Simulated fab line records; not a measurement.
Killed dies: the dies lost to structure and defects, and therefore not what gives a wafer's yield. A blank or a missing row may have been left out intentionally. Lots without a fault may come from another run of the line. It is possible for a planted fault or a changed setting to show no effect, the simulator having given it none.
Which of the tools did it?	flow n5_finfet	72 wafers sampled from 24 lots at 1 step of a route of 1938

WHAT THE GAUGES READ, wafer by wafer
N5_HKMG_FIN_INSPECT_14: inspects for defects (macro). Usual: 2.0 for raw_defect_count, sd 1.5.
lot	measured	on	raw_defect_count	flag
L074	day 4 03:23	defect_inspect-01	6 1 0	
L075	day 4 13:41	defect_inspect-02	3 1 4	
L076	day 4 17:11	defect_inspect-01	3 2 6	
L077	day 4 21:16	defect_inspect-01	2 1 2	
L078	day 5 02:05	defect_inspect-02	2 3 2	
L079	day 5 09:02	defect_inspect-01	2 2 1	
L080	day 5 15:25	defect_inspect-02	0 0 1	
L081	day 5 21:46	defect_inspect-02	1 3 2	
L082	day 6 06:54	defect_inspect-02	0 0 2	
L083	day 6 09:02	defect_inspect-02	3 0 2	
L084	day 6 16:08	defect_inspect-01	1 9 1	
L085	day 6 18:51	defect_inspect-02	2 3 2	
L086	day 7 04:38	defect_inspect-01	3 0 1	
L087	day 7 10:18	defect_inspect-01	0 3 2	
L088	day 7 16:20	defect_inspect-01	1 2 1	
L089	day 7 23:55	defect_inspect-02	4 2 1	
L090	day 8 02:38	defect_inspect-02	1 1 2	
L091	day 8 09:17	defect_inspect-02	3 1 1	
L092	day 8 12:56	defect_inspect-02	0 1 3	
L093	day 8 23:51	defect_inspect-02	2 1 3	
L094	day 9 01:20	defect_inspect-02	0 1 4	
L095	day 9 07:57	defect_inspect-01	2 3 3	
L096	day 9 19:31	defect_inspect-01	1 4 1	
L097	day 9 23:16	defect_inspect-02	2 0 1	

EACH LOT AND THE TOOL THAT RAN IT (in order: tool; ch and the chambers of the sampled wafers; start)
There is no process step in the record ahead of these readings.

AS READ BY THE TOOLS THEMSELVES (means over the sampled wafers that have a number; for cases with no such wafer, the mark the record gives instead)
The record holds no such reading with a usual standard deviation.

THE ANSWER, worked out from the rows above alone
Rule: lot off if the mean of its wafers having a number is beyond 3 standard deviations from the usual mean. Also off: a lot with no number at a reading for which 4 or more lots have one. Where the step has rows for the other lots, those lots are counted as sound. After the gauges, taken in route order, come the tools' own readings; for these a lot's mean is taken, as printed above. The first step at which some lot is off is used, and at that step the reading that is off furthest; a lot without a number counts as furthest.
No lot is off at any reading shown: from this, nothing can be told.

WHAT THE SIMULATOR HAD INSERTED
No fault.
